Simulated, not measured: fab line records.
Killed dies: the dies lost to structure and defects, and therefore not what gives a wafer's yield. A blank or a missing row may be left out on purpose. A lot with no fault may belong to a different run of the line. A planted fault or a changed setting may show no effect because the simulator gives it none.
fab line records | flow n5-finfet | part 1 of 2: steps 1 to 23 of 30
record: lots: 5 | wafers: 15 | last-day: 18
route steps=1938 shown BEOL_M1@776
lots untouched by any fault: they come from a run of this same line in which no faults occurred
start-h: start of the lot's first displayed wafer, in hours after the record's first day | wait-h: hours elapsed since this lot's preceding step | " as in the row above | L1.1+2: several wafers, shown together as one row | - value missing, or start not given | * or withheld: withheld | < > ~ a bound
route shown NAME@n: NAME is a module with steps in the file, n the number in the route of the first one | usual: average and standard deviation across the fault-free wafers | same: alike in all rows | chamber/n: place in a boat | sites: readings site by site | _std_site: the values' standard deviation | _edge_site: outer sites' mean less inner sites' | radius-mm: how far each site lies from the wafer's centre | mask NAME#n: copy n | behind: the last tool/chamber to shape the wafer | hold: what put the lot on hold/how long, in hours/how the hold closed | device: which transistor (n, p or np) failed to switch | end of line: tests run on the same wafers once the route is complete | step lacking rows: just its recipe | killed: count of dies lost to structure and defects at first sort (not the wafer's yield) | map: dies across one wafer; x = killed, . = not, _ = none there
set.NAME: the setting that was run; set.NAME@STEP: the one run at that earlier step | model.NAME: the simulator's own value behind a step, which no gauge read
lots seen at some steps along the route; tables by step, rows by wafer
services: a tool's chamber out of use, with start hour (start-h, from the record's first day; less than 0 if before it), hours out, and reason
== steps ==
step: N5_BEOL_M1_CD_MEAS_18
recipe: pitch-nm: 36 | target-cd-nm: 18
usual: cd-nm: 18.0/0.34
lot.wafer | tool      | chamber | start-h | wait-h | cd-nm
L074.2    | cd-sem-03 | -       | 124.74  | 0.1    | 18.3
L074.3    | "         | -       | "       | "      | 18.2
L074.5    | "         | -       | "       | "      | 18.3
L078.1    | cd-sem-01 | -       | 146.21  | 0.0    | 17.6
L078.3    | "         | -       | "       | "      | 18.5
L078.5    | "         | -       | "       | "      | 17.9
L083.2    | cd-sem-02 | -       | 176.28  | 0.1    | 18.0
L083.3    | "         | -       | "       | "      | 18.1
L083.6    | "         | -       | "       | "      | 18.2
L096.1    | cd-sem-02 | -       | 251.19  | 0.0    | 18.3
L096.3    | "         | -       | "       | "      | 18.3
L096.5    | "         | -       | "       | "      | 18.5
L095.2    | cd-sem-02 | -       | 251.84  | 0.1    | 17.9
L095.5    | "         | -       | "       | "      | 18.2
L095.6    | "         | -       | "       | "      | 17.1
step: N5_BEOL_M1_COAT_67
recipe: resist: SOC | temp-c: 250 | time-s: 60 | spin-rpm: 1500 | resist-thk-nm: 60
lot.wafer  | tool           | chamber | start-h | wait-h
L074.2+3+5 | litho-track-02 | 0       | 124.77  | 0.0
L078.1+3+5 | litho-track-01 | 0       | 146.25  | 0.0
L083.2+3+6 | litho-track-01 | 0       | 176.31  | 0.0
L096.1+3+5 | litho-track-01 | 0       | 251.22  | 0.0
L095.2+5+6 | litho-track-02 | 0       | 251.88  | 0.0
step: N5_BEOL_M1_COAT_68
recipe: resist: SiARC | temp-c: 220 | time-s: 60 | spin-rpm: 1500 | resist-thk-nm: 12
lot.wafer  | tool           | chamber | start-h | wait-h
L074.2+3+5 | litho-track-02 | 0       | -       | -
L078.1+3+5 | litho-track-01 | 0       | -       | -
L083.2+3+6 | litho-track-01 | 0       | -       | -
L096.1+3+5 | litho-track-01 | 0       | -       | -
L095.2+5+6 | litho-track-02 | 0       | -       | -
step: N5_BEOL_M1_COAT_76
recipe: resist: underlayer | temp-c: 205 | time-s: 60 | spin-rpm: 1500 | resist-thk-nm: 5
lot.wafer  | tool           | chamber | start-h | wait-h
L074.2+3+5 | litho-track-02 | 0       | -       | -
L078.1+3+5 | litho-track-01 | 0       | -       | -
L083.2+3+6 | litho-track-01 | 0       | -       | -
L096.1+3+5 | litho-track-01 | 0       | -       | -
L095.2+5+6 | litho-track-02 | 0       | -       | -
step: N5_BEOL_M1_COAT_22
recipe: resist: CAR-EUV | spin-rpm: 1500 | resist-thk-nm: 30
lot.wafer  | tool           | chamber | start-h | wait-h
L074.2+3+5 | litho-track-02 | 0       | -       | -
L078.1+3+5 | litho-track-01 | 0       | -       | -
L083.2+3+6 | litho-track-01 | 0       | -       | -
L096.1+3+5 | litho-track-01 | 0       | -       | -
L095.2+5+6 | litho-track-02 | 0       | -       | -
step: N5_BEOL_M1_EBR_24
recipe: solvent: PGMEA | ebr-width-mm: 1.5
lot.wafer  | tool           | chamber | start-h | wait-h
L074.2+3+5 | litho-track-02 | 0       | -       | -
L078.1+3+5 | litho-track-01 | 0       | -       | -
L083.2+3+6 | litho-track-01 | 0       | -       | -
L096.1+3+5 | litho-track-01 | 0       | -       | -
L095.2+5+6 | litho-track-02 | 0       | -       | -
step: N5_BEOL_M1_SOFTBAKE_23
recipe: temp-c: 110 | time-s: 60 | resist: CAR-EUV
lot.wafer  | tool           | chamber | start-h | wait-h
L074.2+3+5 | litho-track-02 | 0       | -       | -
L078.1+3+5 | litho-track-01 | 0       | -       | -
L083.2+3+6 | litho-track-01 | 0       | -       | -
L096.1+3+5 | litho-track-01 | 0       | -       | -
L095.2+5+6 | litho-track-02 | 0       | -       | -
step: N5_BEOL_M1_EXPOSE_25
recipe: mask-id: V0 | na: 0.33 | source-shape: quasar | sigma-inner: 0.2 | sigma-outer: 0.8 | polarization: unpolarized | defocus-nm: 5 | target-cd-nm: 24 | dose-mj: 63
usual: exposure-dose-mJ-cm2: 62.99/0.056
same: sigma-inner: 0.2
lot.wafer | tool           | chamber | start-h | wait-h | mask | exposure-dose-mJ-cm2
L074.2    | euv-scanner-01 | 0       | 125.04  | -      | V0#0 | 63.00
L074.3    | "              | 0       | "       | "      | V0#0 | 63.07
L074.5    | "              | 0       | "       | "      | V0#0 | 62.99
L078.1    | euv-scanner-02 | 0       | 146.39  | -      | V0#0 | 62.97
L078.3    | "              | 0       | "       | "      | V0#0 | 62.96
L078.5    | "              | 0       | "       | "      | V0#0 | 63.01
L083.2    | euv-scanner-02 | 0       | 176.59  | -      | V0#0 | 62.98
L083.3    | "              | 0       | "       | "      | V0#0 | 62.97
L083.6    | "              | 0       | "       | "      | V0#0 | 62.95
L096.1    | euv-scanner-01 | 0       | 251.53  | -      | V0#0 | 62.99
L096.3    | "              | 0       | "       | "      | V0#0 | 62.96
L096.5    | "              | 0       | "       | "      | V0#0 | 63.00
L095.2    | euv-scanner-01 | 0       | 252.02  | -      | V0#0 | 63.09
L095.5    | "              | 0       | "       | "      | V0#0 | 63.05
L095.6    | "              | 0       | "       | "      | V0#0 | 62.97
step: N5_BEOL_M1_PEB_26
recipe: peb-temp-c: 100 | peb-time-s: 60 | resist: CAR-EUV
lot.wafer  | tool           | chamber | start-h | wait-h
L074.2+3+5 | litho-track-03 | 0       | 125.11  | 0.1
L078.1+3+5 | litho-track-01 | 0       | 146.46  | 0.1
L083.2+3+6 | litho-track-01 | 0       | 176.66  | 0.1
L096.1+3+5 | litho-track-02 | 0       | 251.61  | 0.1
L095.2+5+6 | litho-track-01 | 0       | 252.09  | 0.1
step: N5_BEOL_M1_DEVELOP_27
recipe: develop-time-s: 30 | developer: TMAH | resist: CAR-EUV | rinse-liquid: surfactant-rinse | dry: air-spin | dev-temp-c: 23
lot.wafer  | tool           | chamber | start-h | wait-h
L074.2+3+5 | litho-track-03 | 0       | -       | -
L078.1+3+5 | litho-track-01 | 0       | -       | -
L083.2+3+6 | litho-track-01 | 0       | -       | -
L096.1+3+5 | litho-track-02 | 0       | -       | -
L095.2+5+6 | litho-track-01 | 0       | -       | -
step: N5_BEOL_M1_CD_MEAS_28
recipe: landing-energy-ev: 500 | detector: se-inlens | target-cd-y-nm: 23.3
usual: cd-nm: 24.00/0.22
lot.wafer | tool      | chamber | start-h | wait-h | cd-nm
L074.2    | cd-sem-01 | 0       | 125.18  | -      | 23.97
L074.3    | "         | 0       | "       | "      | 23.85
L074.5    | "         | 0       | "       | "      | 23.91
L078.1    | cd-sem-02 | 0       | 146.53  | -      | 24.02
L078.3    | "         | 0       | "       | "      | 24.27
L078.5    | "         | 0       | "       | "      | 23.65
L083.2    | cd-sem-03 | 0       | 176.72  | -      | 23.98
L083.3    | "         | 0       | "       | "      | 24.08
L083.6    | "         | 0       | "       | "      | 23.91
L096.1    | cd-sem-03 | 0       | 251.67  | -      | 24.37
L096.3    | "         | 0       | "       | "      | 24.14
L096.5    | "         | 0       | "       | "      | 24.46
L095.2    | cd-sem-02 | 0       | 252.16  | -      | 23.81
L095.5    | "         | 0       | "       | "      | 23.99
L095.6    | "         | 0       | "       | "      | 23.68
step: N5_BEOL_M1_OVL_MEAS_29
recipe: points-per-wafer: 522
usual: V0_OVL: 0.1/0.67
lot.wafer | tool       | chamber | start-h | wait-h | V0_OVL[nm]
L074.2    | overlay-01 | 0       | 125.22  | 0.0    | 0.3
L074.3    | "          | 0       | "       | "      | -0.6
L074.5    | "          | 0       | "       | "      | -0.7
L078.1    | overlay-02 | 0       | 146.56  | 0.0    | 0.9
L078.3    | "          | 0       | "       | "      | 0.2
L078.5    | "          | 0       | "       | "      | 0.6
L083.2    | overlay-01 | 0       | 176.76  | 0.0    | -1.3
L083.3    | "          | 0       | "       | "      | -1.1
L083.6    | "          | 0       | "       | "      | -0.2
L096.1    | overlay-02 | 0       | 251.70  | 0.0    | 0.2
L096.3    | "          | 0       | "       | "      | 0.4
L096.5    | "          | 0       | "       | "      | 0.5
L095.2    | overlay-01 | 0       | 252.19  | 0.0    | -0.1
L095.5    | "          | 0       | "       | "      | 0.1
L095.6    | "          | 0       | "       | "      | 0.7
step: N5_BEOL_M1_INSPECT_30
recipe: mode: adi | inspect-instrument: brightfield
usual: raw-defect-count: 397/95
lot.wafer | tool              | chamber | start-h | wait-h | raw-defect-count
L074.2    | defect-inspect-01 | -       | 125.27  | 0.0    | 395
L074.3    | "                 | -       | "       | "      | 497
L074.5    | "                 | -       | "       | "      | 283
L078.1    | defect-inspect-01 | -       | 146.62  | 0.1    | 363
L078.3    | "                 | -       | "       | "      | 322
L078.5    | "                 | -       | "       | "      | 458
L083.2    | defect-inspect-01 | -       | 176.81  | 0.0    | 236
L083.3    | "                 | -       | "       | "      | 463
L083.6    | "                 | -       | "       | "      | 374
L096.1    | defect-inspect-02 | -       | 251.76  | 0.1    | 271
L096.3    | "                 | -       | "       | "      | 311
L096.5    | "                 | -       | "       | "      | 352
L095.2    | defect-inspect-01 | -       | 252.25  | 0.0    | 375
L095.5    | "                 | -       | "       | "      | 335
L095.6    | "                 | -       | "       | "      | 392
step: N5_BEOL_M1_DESCUM_33
recipe: chemistry: O2 | time-s: 7 | source-power-w: 50 | bias-power-w: 20 | pressure-mtorr: 20 | rf-frequency-hz: 2.712e+07 | temp-c: 40 | resist: CAR-EUV | o2-flow-sccm: 225
usual: drypump-motor-current-A: 6.0/0.66 | oes-product-au: 0.79/0.061 | rf-vpp-V: 242.8/1.1 | showerhead-plenum-p-Torr: 2.07/0.05 | throttle-valve-pct: 20.28/0.2
lot.wafer | tool        | chamber | start-h | wait-h | drypump-motor-current-A | oes-product-au | rf-hours-counter-h | rf-vpp-V | showerhead-plenum-p-Torr | throttle-valve-pct
L074.2    | rie-diel-03 | 2       | 125.44  | 0.2    | 6.6                     | 0.78           | 159                | 241.3    | 2.02                     | 20.56
L074.3    | "           | 0       | "       | "      | 6.4                     | 0.83           | 74                 | 243.2    | 2.11                     | 20.17
L074.5    | "           | 1       | "       | "      | 5.3                     | 0.88           | -                  | 242.5    | 2.13                     | 19.88
L078.1    | rie-diel-03 | 2       | 146.65  | 0.0    | 6.6                     | 0.76           | 166                | 242.4    | 2.02                     | 20.57
L078.3    | "           | 3       | "       | "      | 6.4                     | 0.74           | 196                | 242.0    | 2.05                     | 20.24
L078.5    | "           | 1       | "       | "      | 5.3                     | 0.86           | -                  | 243.4    | 2.13                     | 19.87
L083.2    | rie-diel-01 | 0       | 176.88  | 0.1    | 5.6                     | 0.80           | 122                | 241.7    | 2.11                     | 20.55
L083.3    | "           | 1       | "       | "      | 4.9                     | 0.70           | 196                | 242.7    | 1.98                     | 20.37
L083.6    | "           | 2       | "       | "      | 5.2                     | 0.72           | -                  | 242.0    | 2.07                     | 20.02
L096.1    | rie-diel-04 | 1       | 251.81  | 0.0    | 4.7                     | 0.73           | 179                | 244.7    | 2.17                     | 20.33
L096.3    | "           | 3       | "       | "      | 6.7                     | 0.82           | 82                 | 241.4    | 2.03                     | 20.36
L096.5    | "           | 2       | "       | "      | 6.5                     | 0.85           | -                  | 243.1    | 2.06                     | 20.28
L095.2    | rie-diel-03 | 2       | 252.28  | 0.0    | 6.6                     | 0.74           | 193                | 241.8    | 2.01                     | 20.61
L095.5    | "           | 0       | "       | "      | 6.4                     | 0.79           | -                  | 243.8    | 2.10                     | 20.21
L095.6    | "           | 3       | "       | "      | 6.4                     | 0.71           | -                  | 243.3    | 2.04                     | 20.29
step: N5_BEOL_M1_ETCH_77
recipe: chemistry: N2/H2 | target: underlayer | target-depth-a: 65 | mask-material: CAR-EUV | time-s: 5.2 | ion-energy-ev: 200 | pressure-mtorr: 30 | source-w: 840 | bias-w: 150 | n2-flow-sccm: 200 | h2-flow-sccm: 200 | ends: cleared
usual: drypump-motor-current-A: 6.0/0.66 | etch-rf-on-time-s: 5.27/0.13 | oes-product-au: 0.67/0.05 | rf-vpp-V: 523.1/2.1 | showerhead-plenum-p-Torr: 2.52/0.066 | throttle-valve-pct: 17.73/0.23
lot.wafer | tool        | chamber | start-h | wait-h | drypump-motor-current-A | etch-rf-on-time-s | oes-product-au | rf-hours-counter-h | rf-vpp-V | showerhead-plenum-p-Torr | throttle-valve-pct
L074.2    | rie-diel-03 | 2       | 125.47  | 0.0    | 6.6                     | 5.22              | 0.66           | 159                | 518.2    | 2.43                     | 17.90
L074.3    | "           | 0       | "       | "      | 6.4                     | 5.53              | 0.68           | 74                 | 526.6    | 2.57                     | 17.68
L074.5    | "           | 1       | "       | "      | 5.4                     | 5.17              | 0.74           | -                  | 526.5    | 2.59                     | 17.23
L078.1    | rie-diel-03 | 2       | 146.69  | 0.0    | 6.6                     | 5.17              | 0.66           | 166                | 517.4    | 2.42                     | 17.92
L078.3    | "           | 3       | "       | "      | 6.5                     | 5.10              | 0.63           | 196                | 521.2    | 2.53                     | 17.99
L078.5    | "           | 1       | "       | "      | 5.2                     | 5.18              | 0.74           | -                  | 526.8    | 2.58                     | 17.24
L083.2    | rie-diel-01 | 0       | 176.91  | 0.0    | 5.6                     | 5.04              | 0.68           | 122                | 524.4    | 2.56                     | 17.80
L083.3    | "           | 1       | "       | "      | 4.9                     | 5.37              | 0.60           | 196                | 519.1    | 2.41                     | 17.90
L083.6    | "           | 2       | "       | "      | 5.2                     | 5.34              | 0.61           | -                  | 523.1    | 2.54                     | 17.61
L096.1    | rie-diel-04 | 1       | 251.84  | 0.0    | 4.7                     | 5.16              | 0.62           | 179                | 525.0    | 2.65                     | 17.87
L096.3    | "           | 3       | "       | "      | 6.8                     | 5.22              | 0.69           | 82                 | 522.0    | 2.46                     | 17.79
L096.5    | "           | 2       | "       | "      | 6.5                     | 5.36              | 0.71           | -                  | 523.6    | 2.47                     | 17.39
L095.2    | rie-diel-03 | 2       | 252.32  | 0.0    | 6.6                     | 5.20              | 0.63           | 193                | 519.8    | 2.41                     | 17.96
L095.5    | "           | 0       | "       | "      | 6.4                     | 5.44              | 0.65           | -                  | 523.9    | 2.56                     | 17.73
L095.6    | "           | 3       | "       | "      | 6.4                     | 5.10              | 0.61           | -                  | 524.7    | 2.52                     | 18.02
step: N5_BEOL_M1_ETCH_69
recipe: chemistry: CF4 | target: SiARC | target-depth-a: 156 | mask-material: CAR-EUV | time-s: 26 | ion-energy-ev: 80 | pressure-mtorr: 40 | source-w: 545 | bias-w: 36 | Ar_flow_sccm: 100 | cf4-flow-sccm: 100 | ends: cleared
usual: drypump-motor-current-A: 6.0/0.66 | etch-rf-on-time-s: 26.4/0.7 | oes-product-au: 0.67/0.051 | rf-vpp-V: 183.8/1.1 | showerhead-plenum-p-Torr: 2.12/0.048 | throttle-valve-pct: 15.49/0.2
lot.wafer | tool        | chamber | start-h | wait-h | drypump-motor-current-A | etch-rf-on-time-s | oes-product-au | rf-hours-counter-h | rf-vpp-V | showerhead-plenum-p-Torr | throttle-valve-pct
L074.2    | rie-diel-03 | 2       | 125.49  | 0.0    | 6.6                     | 26.2              | 0.65           | 159                | 182.5    | 2.05                     | 15.68
L074.3    | "           | 0       | "       | "      | 6.4                     | 27.5              | 0.68           | 74                 | 183.8    | 2.15                     | 15.33
L074.5    | "           | 1       | "       | "      | 5.3                     | 26.4              | 0.74           | -                  | 183.1    | 2.18                     | 15.08
L078.1    | rie-diel-03 | 2       | 146.71  | 0.0    | 6.6                     | 25.7              | 0.66           | 166                | 182.4    | 2.05                     | 15.70
L078.3    | "           | 3       | "       | "      | 6.5                     | 25.4              | 0.63           | 196                | 184.5    | 2.12                     | 15.64
L078.5    | "           | 1       | "       | "      | 5.3                     | 25.7              | 0.74           | -                  | 184.6    | 2.18                     | 15.10
L083.2    | rie-diel-01 | 0       | 176.93  | 0.0    | 5.6                     | 25.4              | 0.68           | 122                | 184.8    | 2.17                     | 15.75
L083.3    | "           | 1       | "       | "      | 4.9                     | 27.1              | 0.59           | 196                | 184.3    | 2.04                     | 15.70
L083.6    | "           | 2       | "       | "      | 5.2                     | 27.4              | 0.61           | -                  | 184.1    | 2.15                     | 15.38
L096.1    | rie-diel-04 | 1       | 251.86  | 0.0    | 4.7                     | 25.8              | 0.62           | 179                | 184.3    | 2.21                     | 15.49
L096.3    | "           | 3       | "       | "      | 6.8                     | 26.2              | 0.69           | 82                 | 183.3    | 2.09                     | 15.56
L096.5    | "           | 2       | "       | "      | 6.5                     | 27.0              | 0.72           | -                  | 183.7    | 2.08                     | 15.24
L095.2    | rie-diel-03 | 2       | 252.33  | 0.0    | 6.6                     | 25.9              | 0.64           | 193                | 184.0    | 2.04                     | 15.72
L095.5    | "           | 0       | "       | "      | 6.4                     | 27.4              | 0.66           | -                  | 185.1    | 2.14                     | 15.40
L095.6    | "           | 3       | "       | "      | 6.4                     | 25.6              | 0.61           | -                  | 184.5    | 2.11                     | 15.70
step: N5_BEOL_M1_ALD_98
recipe: material: SiO2 | target-thk-a: 25 | temp-c: 100 | ald-precursor-family: BDEAS | ald-co-reactant: O2-plasma | pulse-time-s: 1 | co-reactant-pulse-time-s: 1 | purge-time-s: 2 | co-reactant-purge-time-s: 2 | ald-cycles: 17 | pressure-torr: 2
usual: chamber-pressure-Torr: 2.000/0.0047 | heater-power-w: 79/7.8 | precursor-pulse-height-rel: 0.999/0.02
lot.wafer | tool       | chamber | start-h | wait-h | chamber-pressure-Torr | heater-power-w | precursor-pulse-height-rel
L074.2    | ald-sin-01 | 0       | 125.57  | 0.1    | 2.000                 | 89             | 0.961
L074.3    | "          | 1       | "       | "      | 1.997                 | 66             | 0.999
L074.5    | "          | 2       | "       | "      | 2.011                 | 85             | 0.995
L078.1    | ald-sin-01 | 0       | 146.79  | 0.1    | 2.002                 | 86             | 1.000
L078.3    | "          | 3       | "       | "      | 2.006                 | 83             | 0.999
L078.5    | "          | 0       | "       | "      | 2.001                 | 85             | 0.992
L083.2    | ald-sin-02 | 2       | 177.11  | 0.1    | 1.993                 | 72             | 0.991
L083.3    | "          | 0       | "       | "      | 1.999                 | 80             | 1.017
L083.6    | "          | 2       | "       | "      | 1.993                 | 72             | 1.023
L096.1    | ald-sin-04 | 2       | 252.11  | 0.2    | 1.985                 | 79             | 0.989
L096.3    | "          | 0       | "       | "      | 2.002                 | 67             | 0.999
L096.5    | "          | 0       | "       | "      | 1.993                 | 66             | 1.003
L095.2    | ald-sin-04 | 2       | 252.41  | 0.1    | 1.997                 | 79             | 0.960
L095.5    | "          | 2       | "       | "      | 2.002                 | 80             | 0.981
L095.6    | "          | 1       | "       | "      | 2.006                 | 84             | 1.001
step: N5_BEOL_M1_ETCHBACK_99
recipe: chemistry: CHF3 | target: SiO2 | target-depth-a: 50 | time-s: 10.4 | source-w: 215 | bias-w: 47 | Ar_flow_sccm: 200 | CHF3_flow_sccm: 12 | ion-energy-ev: 100 | pressure-mtorr: 30
usual: CHF3_flow_sccm: 12.00/0.035 | drypump-motor-current-A: 5.8/0.68 | oes-product-au: 0.77/0.06 | rf-vpp-V: 241/5.2 | showerhead-plenum-p-Torr: 2.13/0.055 | throttle-valve-pct: 16.96/0.18
lot.wafer | tool        | chamber | start-h | wait-h | CHF3_flow_sccm | drypump-motor-current-A | oes-product-au | rf-hours-counter-h | rf-vpp-V | showerhead-plenum-p-Torr | throttle-valve-pct
L074.2    | rie-diel-04 | 3       | 129.86  | 4.2    | 11.99          | 6.7                     | 0.85           | 46                 | 248      | 2.10                     | 16.89
L074.3    | "           | 1       | "       | "      | 12.03          | 4.7                     | 0.75           | 141                | 244      | 2.24                     | 16.87
L074.5    | "           | 0       | "       | "      | 12.01          | 5.3                     | 0.73           | -                  | 248      | 2.22                     | 16.92
L078.1    | rie-diel-01 | 1       | 147.57  | 0.7    | 12.00          | 4.9                     | 0.72           | 187                | 244      | 2.05                     | 17.11
L078.3    | "           | 2       | "       | "      | 12.08          | 5.2                     | 0.72           | 149                | 244      | 2.16                     | 16.82
L078.5    | "           | 0       | "       | "      | 11.97          | 5.6                     | 0.82           | -                  | 240      | 2.18                     | 17.17
L083.2    | rie-diel-04 | 3       | 179.81  | 2.6    | 12.00          | 6.7                     | 0.84           | 61                 | 249      | 2.09                     | 16.89
L083.3    | "           | 1       | "       | "      | 12.01          | 4.7                     | 0.73           | 159                | 244      | 2.23                     | 16.90
L083.6    | "           | 3       | "       | "      | 12.03          | 6.8                     | 0.83           | -                  | 248      | 2.09                     | 16.89
L096.1    | rie-diel-01 | 2       | 252.65  | 0.5    | 11.98          | 5.2                     | 0.70           | 184                | 244      | 2.15                     | 16.89
L096.3    | "           | 1       | "       | "      | 11.96          | 4.9                     | 0.68           | 218                | 244      | 2.04                     | 17.17
L096.5    | "           | 0       | "       | "      | 11.96          | 5.6                     | 0.79           | -                  | 240      | 2.17                     | 17.21
L095.2    | rie-diel-01 | 1       | 253.74  | 1.3    | 12.04          | 4.9                     | 0.68           | 218                | 244      | 2.04                     | 17.16
L095.5    | "           | 3       | "       | "      | 11.97          | 6.4                     | 0.84           | -                  | 235      | 2.11                     | 17.00
L095.6    | "           | 0       | "       | "      | 12.00          | 5.6                     | 0.79           | -                  | 240      | 2.17                     | 17.20
step: N5_BEOL_M1_ETCH_70
recipe: chemistry: N2/H2 | target: SOC | target-depth-a: 800 | overetch-a: 160 | mask-material: SiARC | temp-c: 40 | time-s: 120 | ion-energy-ev: 200 | pressure-mtorr: 30 | source-w: 840 | bias-w: 150 | n2-flow-sccm: 200 | h2-flow-sccm: 200
usual: drypump-motor-current-A: 5.8/0.68 | oes-product-au: 0.60/0.044 | rf-vpp-V: 523.2/2.1 | showerhead-plenum-p-Torr: 2.52/0.073 | throttle-valve-pct: 17.70/0.19
lot.wafer | tool        | chamber | start-h | wait-h | drypump-motor-current-A | oes-product-au | rf-hours-counter-h | rf-vpp-V | showerhead-plenum-p-Torr | throttle-valve-pct
L074.2    | rie-diel-04 | 3       | 129.90  | 0.0    | 6.8                     | 0.65           | 46                 | 521.8    | 2.48                     | 17.69
L074.3    | "           | 1       | "       | "      | 4.7                     | 0.58           | 141                | 525.6    | 2.67                     | 17.75
L074.5    | "           | 0       | "       | "      | 5.4                     | 0.57           | -                  | 526.0    | 2.65                     | 17.73
L078.1    | rie-diel-01 | 1       | 147.61  | 0.0    | 4.9                     | 0.56           | 187                | 520.3    | 2.41                     | 17.86
L078.3    | "           | 2       | "       | "      | 5.2                     | 0.57           | 149                | 524.1    | 2.54                     | 17.54
L078.5    | "           | 0       | "       | "      | 5.6                     | 0.61           | -                  | 523.7    | 2.56                     | 17.77
L083.2    | rie-diel-04 | 3       | 179.84  | 0.0    | 6.7                     | 0.64           | 61                 | 522.2    | 2.47                     | 17.72
L083.3    | "           | 1       | "       | "      | 4.7                     | 0.56           | 159                | 526.6    | 2.66                     | 17.78
L083.6    | "           | 3       | "       | "      | 6.8                     | 0.64           | -                  | 522.4    | 2.47                     | 17.74
L096.1    | rie-diel-01 | 2       | 252.69  | 0.0    | 5.2                     | 0.55           | 184                | 524.0    | 2.53                     | 17.61
L096.3    | "           | 1       | "       | "      | 4.9                     | 0.53           | 218                | 520.5    | 2.40                     | 17.90
L096.5    | "           | 0       | "       | "      | 5.6                     | 0.59           | -                  | 522.0    | 2.55                     | 17.80
L095.2    | rie-diel-01 | 1       | 253.78  | 0.0    | 4.9                     | 0.53           | 218                | 519.5    | 2.40                     | 17.91
L095.5    | "           | 3       | "       | "      | 6.5                     | 0.64           | -                  | 521.6    | 2.48                     | 17.74
L095.6    | "           | 0       | "       | "      | 5.6                     | 0.60           | -                  | 524.3    | 2.55                     | 17.81
step: N5_BEOL_M1_STRIP_71
recipe: chemistry: N2/H2 | temp-c: 40 | n2-flow-sccm: 200 | h2-flow-sccm: 200 | rf-frequency-hz: 6e+07
lot.wafer  | tool        | chamber | start-h | wait-h
L074.2+3+5 | rie-diel-04 | 3,1,0   | 129.98  | 0.0
L078.1+3+5 | rie-diel-01 | 1,2,0   | 147.69  | 0.0
L083.2+3+6 | rie-diel-04 | 3,1,3   | 179.92  | 0.0
L096.1+3+5 | rie-diel-01 | 2,1,0   | 252.77  | 0.0
L095.2+5+6 | rie-diel-01 | 1,3,0   | 253.86  | 0.0
step: N5_BEOL_M1_STRIP_78
recipe: chemistry: N2/H2 | temp-c: 40 | n2-flow-sccm: 200 | h2-flow-sccm: 200 | rf-frequency-hz: 6e+07
lot.wafer  | tool        | chamber | start-h | wait-h
L074.2+3+5 | rie-diel-04 | 3,1,0   | 129.99  | 0.0
L078.1+3+5 | rie-diel-01 | 1,2,0   | 147.70  | 0.0
L083.2+3+6 | rie-diel-04 | 3,1,3   | 179.93  | 0.0
L096.1+3+5 | rie-diel-01 | 2,1,0   | 252.78  | 0.0
L095.2+5+6 | rie-diel-01 | 1,3,0   | 253.87  | 0.0
step: N5_BEOL_M1_VIA_ETCH_34
recipe: chemistry: C4F6/O2 | target-depth-a: 678 | mask-material: SOC | pressure-mtorr: 15 | ion-energy-ev: 250 | taper-deg: 4 | time-s: 64.4 | source-w: 350 | bias-w: 170 | Ar_flow_sccm: 300 | C4F6_flow_sccm: 10 | O2_flow_sccm: 10
usual: C4F6_flow_sccm: 10.005/0.029 | drypump-motor-current-A: 5.8/0.68 | oes-product-au: 0.77/0.059 | rf-vpp-V: 665/14 | showerhead-plenum-p-Torr: 2.82/0.07 | throttle-valve-pct: 30.57/0.22
lot.wafer | tool        | chamber | start-h | wait-h | C4F6_flow_sccm | drypump-motor-current-A | oes-product-au | rf-hours-counter-h | rf-vpp-V | showerhead-plenum-p-Torr | throttle-valve-pct
L074.2    | rie-diel-04 | 3       | 130.00  | 0.0    | 10.025         | 6.7                     | 0.85           | 46                 | 687      | 2.77                     | 30.61
L074.3    | "           | 1       | "       | "      | 9.984          | 4.7                     | 0.76           | 141                | 674      | 2.95                     | 30.53
L074.5    | "           | 0       | "       | "      | 9.973          | 5.4                     | 0.73           | -                  | 685      | 2.93                     | 30.30
L078.1    | rie-diel-01 | 1       | 147.71  | 0.0    | 10.026         | 4.9                     | 0.72           | 187                | 675      | 2.72                     | 30.62
L078.3    | "           | 2       | "       | "      | 9.937          | 5.2                     | 0.74           | 149                | 676      | 2.85                     | 30.52
L078.5    | "           | 0       | "       | "      | 9.974          | 5.6                     | 0.81           | -                  | 666      | 2.88                     | 30.87
L083.2    | rie-diel-04 | 3       | 179.94  | 0.0    | 9.987          | 6.8                     | 0.84           | 61                 | 686      | 2.77                     | 30.64
L083.3    | "           | 1       | "       | "      | 9.956          | 4.7                     | 0.74           | 159                | 674      | 2.95                     | 30.53
L083.6    | "           | 3       | "       | "      | 10.032         | 6.8                     | 0.83           | -                  | 686      | 2.77                     | 30.62
L096.1    | rie-diel-01 | 2       | 252.79  | 0.0    | 9.960          | 5.2                     | 0.69           | 184                | 674      | 2.84                     | 30.54
L096.3    | "           | 1       | "       | "      | 10.008         | 4.9                     | 0.68           | 218                | 674      | 2.70                     | 30.66
L096.5    | "           | 0       | "       | "      | 9.985          | 5.6                     | 0.79           | -                  | 665      | 2.86                     | 30.90
L095.2    | rie-diel-01 | 1       | 253.88  | 0.0    | 10.035         | 4.9                     | 0.68           | 218                | 673      | 2.70                     | 30.68
L095.5    | "           | 3       | "       | "      | 9.940          | 6.4                     | 0.85           | -                  | 651      | 2.78                     | 30.82
L095.6    | "           | 0       | "       | "      | 10.046         | 5.6                     | 0.78           | -                  | 665      | 2.87                     | 30.89
step: N5_BEOL_M1_STRIP_83
recipe: chemistry: C4F6/O2 | resist: SiARC | rf-frequency-hz: 6e+07
lot.wafer  | tool        | chamber | start-h | wait-h
L074.2+3+5 | rie-diel-04 | 3,1,0   | 130.05  | 0.0
L078.1+3+5 | rie-diel-01 | 1,2,0   | 147.76  | 0.0
L083.2+3+6 | rie-diel-04 | 3,1,3   | 179.99  | 0.0
L096.1+3+5 | rie-diel-01 | 2,1,0   | 252.84  | 0.0
L095.2+5+6 | rie-diel-01 | 1,3,0   | 253.93  | 0.0
